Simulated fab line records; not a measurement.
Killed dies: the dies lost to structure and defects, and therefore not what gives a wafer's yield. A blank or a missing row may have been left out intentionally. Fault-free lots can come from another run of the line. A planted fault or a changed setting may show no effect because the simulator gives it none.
The same fault as seen by 2 desks | flow nand_harc | each desk has only its own numbers; what lay behind them comes last

THE DEFECT DESK
Per lot, the means of the sampled wafers with a number show what the inspections along the route counted. Any lot whose mean is over 4 standard deviations away from the usual mean is out of limits and marked OUT; that distance is given in the brackets.
Columns: A = raw_defect_count at NHARC_A_CHANNEL_HOLE_D2_INSPECT_40, usual 291
lot  | first seen here | A
L496 | day 13 03:20    | 190
L497 | day 13 11:37    | 266
L498 | day 14 20:49    | 317
L500 | day 14 20:52    | 274
L502 | day 16 05:49    | 232
L506 | day 17 23:16    | 213
L514 | day 20 20:22    | 927 (+6.4) OUT
L517 | day 22 10:57    | 258
L516 | day 22 12:25    | 734 (+4.4) OUT
L518 | day 22 17:54    | 300
L519 | day 23 10:22    | 481
This desk's finding: out of limits on L514, L516; first on L514, day 20 20:22 (raw_defect_count at NHARC_A_CHANNEL_HOLE_D2_INSPECT_40). In limits: L496, L497, L498, L500, L502, L506, L517, L518, L519.

THE TOOL OWNER'S DESK: rie_diel-04
The tool's own readings at NHARC_A_CHANNEL_HOLE_D2_STRIP_28 (strips in O2): means of the sampled wafers that have a number, for each lot that ran on this tool. Any lot whose mean is over 4 standard deviations away from the usual mean is out of limits and marked OUT; that distance is given in the brackets.
Columns: A = drypump_motor_current_A at NHARC_A_CHANNEL_HOLE_D2_STRIP_28, usual 5.5 A; B = oes_product_au at NHARC_A_CHANNEL_HOLE_D2_STRIP_28, usual 1.000 a.u.; C = rf_vpp_V at NHARC_A_CHANNEL_HOLE_D2_STRIP_28, usual 57.8 V; D = showerhead_plenum_p_Torr at NHARC_A_CHANNEL_HOLE_D2_STRIP_28, usual 3.54 Torr; E = throttle_valve_pct at NHARC_A_CHANNEL_HOLE_D2_STRIP_28, usual 17.037 %
lot  | first seen here | A   | B     | C    | D    | E
L496 | day 13 02:34    | 5.4 | 1.001 | 57.9 | 3.57 | 17.033
L497 | day 13 10:44    | 5.4 | 1.003 | 57.2 | 3.52 | 17.033
L502 | day 16 05:00    | 5.4 | 1.014 | 57.6 | 3.52 | 17.045
L514 | day 20 19:34    | 4.9 | 1.000 | 58.3 | 3.45 | 17.043
L516 | day 22 11:32    | 4.9 | 1.001 | 58.4 | 3.45 | 17.051
Finding of this desk: none of the 5 lots has anything out of limits.

BROUGHT TOGETHER
The defect desk could have raised an alarm at day 20 20:22, on L514, L516.
The tool owner's desk saw nothing out of limits.
Tool owner's desk: L514, L516 on record, inside its limits.
Every lot named ran NHARC_A_CHANNEL_HOLE_D2_STRIP_28 on rie_diel-04.

WHAT THE SIMULATOR PUT IN
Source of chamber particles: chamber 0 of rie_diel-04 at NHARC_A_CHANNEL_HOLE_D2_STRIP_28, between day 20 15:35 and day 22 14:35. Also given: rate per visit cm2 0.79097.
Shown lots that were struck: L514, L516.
Hours from the fault's start to each desk's first reading out of limits: the defect desk, 5.
